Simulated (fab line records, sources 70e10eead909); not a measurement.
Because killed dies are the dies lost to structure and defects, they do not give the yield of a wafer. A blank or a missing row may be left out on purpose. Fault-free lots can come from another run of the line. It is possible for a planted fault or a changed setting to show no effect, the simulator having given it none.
Chamber matching | flow nand harc | rie si-01 running NHARC_P_STI_ETCH_15: 4 sister chambers
The step etches the open film in HBr/Cl2, target depth 300 nm, time 100.1 s. 20 wafers are shown with their chamber, then 10 later ones without.

== WAFERS WITH THEIR CHAMBER ==
wafer  | chamber | drypump motor current A (A) | throttle valve pct (%) | rf fwd power W (W)
L074.1 | 3       | 6.3                         | 26.396                 | 398.9
L074.3 | 2       | 5.8                         | 26.403                 | 395.5
L074.6 | 2       | 5.8                         | 26.407                 | 397.0
L078.2 | 2       | 5.8                         | 26.407                 | 398.0
L078.4 | 1       | 5.7                         | 26.420                 | 397.4
L078.5 | 1       | 5.8                         | 26.408                 | 397.8
L082.1 | 1       | 5.8                         | 26.394                 | 398.7
L082.3 | 2       | 5.8                         | 26.411                 | 396.6
L082.5 | 1       | 5.7                         | 26.399                 | 401.3
L086.1 | 3       | 6.3                         | 26.398                 | 397.8
L086.3 | 0       | 5.2                         | 26.400                 | 397.4
L086.6 | 3       | 6.3                         | 26.400                 | 397.3
L088.2 | 3       | 6.3                         | 26.391                 | 399.3
L088.4 | 2       | 5.8                         | 26.427                 | 394.4
L088.5 | 3       | 6.3                         | 26.402                 | 400.3
L091.1 | 2       | 5.8                         | 26.416                 | 399.1
L091.3 | 3       | 6.3                         | 26.403                 | 399.5
L091.6 | 1       | 5.8                         | 26.405                 | 396.3
L092.1 | 3       | 6.3                         | 26.407                 | 399.8
L092.3 | 0       | 5.2                         | 26.398                 | 397.2

SIGNATURES (averages over the wafers above)
reading                 | chamber 0 | chamber 1 | chamber 2 | chamber 3 | scatter within a chamber
drypump motor current A | 5.200     | 5.760     | 5.800     | 6.300     | 0.0274
throttle valve pct      | 26.39900  | 26.40520  | 26.41183  | 26.39957  | 0.00761
rf fwd power W          | 397.300   | 398.300   | 396.767   | 398.986   | 1.49
Rule: distance of a wafer from a chamber = root of the sum over the readings of ((wafer's reading minus chamber's mean) / reading's scatter) squared. If the next closest chamber is less than 2 further off than the closest, the wafer can't be placed; otherwise it belongs to the closest. The scatter: take each reading less its chamber's mean, square it, sum over the shown wafers, divide by the number of wafers less the number of chambers, and take the root.

== WAFERS MISSING THEIR CHAMBER ==
wafer  | drypump motor current A (A) | throttle valve pct (%) | rf fwd power W (W)
L092.4 | 5.8                         | 26.393                 | 395.3
L093.1 | 5.8                         | 26.408                 | 397.9
L093.5 | 5.9                         | 26.398                 | 396.7
L093.6 | 6.3                         | 26.409                 | 398.5
L096.2 | 5.8                         | 26.396                 | 397.2
L096.5 | 5.8                         | 26.406                 | 396.5
L096.6 | 5.2                         | 26.389                 | 398.3
L097.2 | 6.3                         | 26.395                 | 397.8
L097.4 | 5.8                         | 26.406                 | 397.8
L097.5 | 5.9                         | 26.395                 | 397.9

== CHAMBER TAKEN BY EACH ==
wafer  | from the rows above     | in truth
L092.4 | can't be placed: 2 or 1 | 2
L093.1 | can't be placed: 2 or 1 | 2
L093.5 | can't be placed: 2 or 1 | 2
L093.6 | 3                       | 3
L096.2 | can't be placed: 1 or 2 | 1
L096.5 | can't be placed: 2 or 1 | 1
L096.6 | 0                       | 0
L097.2 | 3                       | 3
L097.4 | can't be placed: 2 or 1 | 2
L097.5 | can't be placed: 2 or 1 | 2
3 of 10 placed correctly. Not placeable from these rows: 7 (in 7, the candidates include the true chamber). Placed wrongly: 0.
